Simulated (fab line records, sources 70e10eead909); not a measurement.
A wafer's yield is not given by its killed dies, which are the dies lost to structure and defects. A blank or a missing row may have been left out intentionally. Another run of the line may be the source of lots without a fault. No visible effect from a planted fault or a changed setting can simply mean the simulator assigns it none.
Which tool is to blame?    flow nandHarc    18 wafers from 6 lots sampled at 2 of the route's 1302 steps

== WHAT EACH GAUGE READ, for each wafer ==
NHARC_A_CONTACT_CD_MEAS_08: the cd target is 200 nm.
lot   measured      on        cdNm (nm)
L250  day 23 08:50  cdSem-03  199.9 199.6 200.4
L253  day 25 03:17  cdSem-01  199.3 199.0 199.3
L256  day 25 19:47  cdSem-02  200.5 200.2 200.9
L259  day 26 20:26  cdSem-01  199.7 199.9 200.0
L262  day 28 00:34  cdSem-03  199.7 200.9 199.6
L266  day 30 04:46  cdSem-01  199.3 200.4 200.0

== WHAT TOOL EACH LOT RAN ON (gives the tool, then ch and the chambers of the sampled wafers, and finally the start) ==
lot   NHARC_A_CONTACT_ETCH_106
L250  rieDiel-13 ch 0,1,2, day 23 05:34
L253  rieDiel-04 ch 0,2,3, day 24 23:05
L256  rieDiel-13 ch 0,2,3, day 25 16:20
L259  rieDiel-13 ch 1,2, day 26 12:16
L262  rieDiel-05 ch 0,1,2, day 27 21:28
L266  rieDiel-05 ch 2,3, day 30 01:38
- NHARC_A_CONTACT_ETCH_106: etches the open film in CF4/O2, target depth 90 nm, overetch 9 nm, time 49.5 s.

== THE ANSWER, worked out from the rows above alone ==
Rule: the usual values come from the lots themselves. Put in order of their means at a reading, lots are off if they are a third of the lots or fewer, leave a main group of 4 or more, and stand apart from it by a gap of 3 or more times the standard deviation of the main group's means; of several such gaps the widest counts. Not used: any main group whose means are identical at the precision the tables above print for the reading. A lot without any number at a reading at which 4 lots or more have one is off too. The other lots that the step has rows for count as sound.
Nothing can be told from this: no lot is off at any reading shown.

== WHAT THE SIMULATOR PUT IN ==
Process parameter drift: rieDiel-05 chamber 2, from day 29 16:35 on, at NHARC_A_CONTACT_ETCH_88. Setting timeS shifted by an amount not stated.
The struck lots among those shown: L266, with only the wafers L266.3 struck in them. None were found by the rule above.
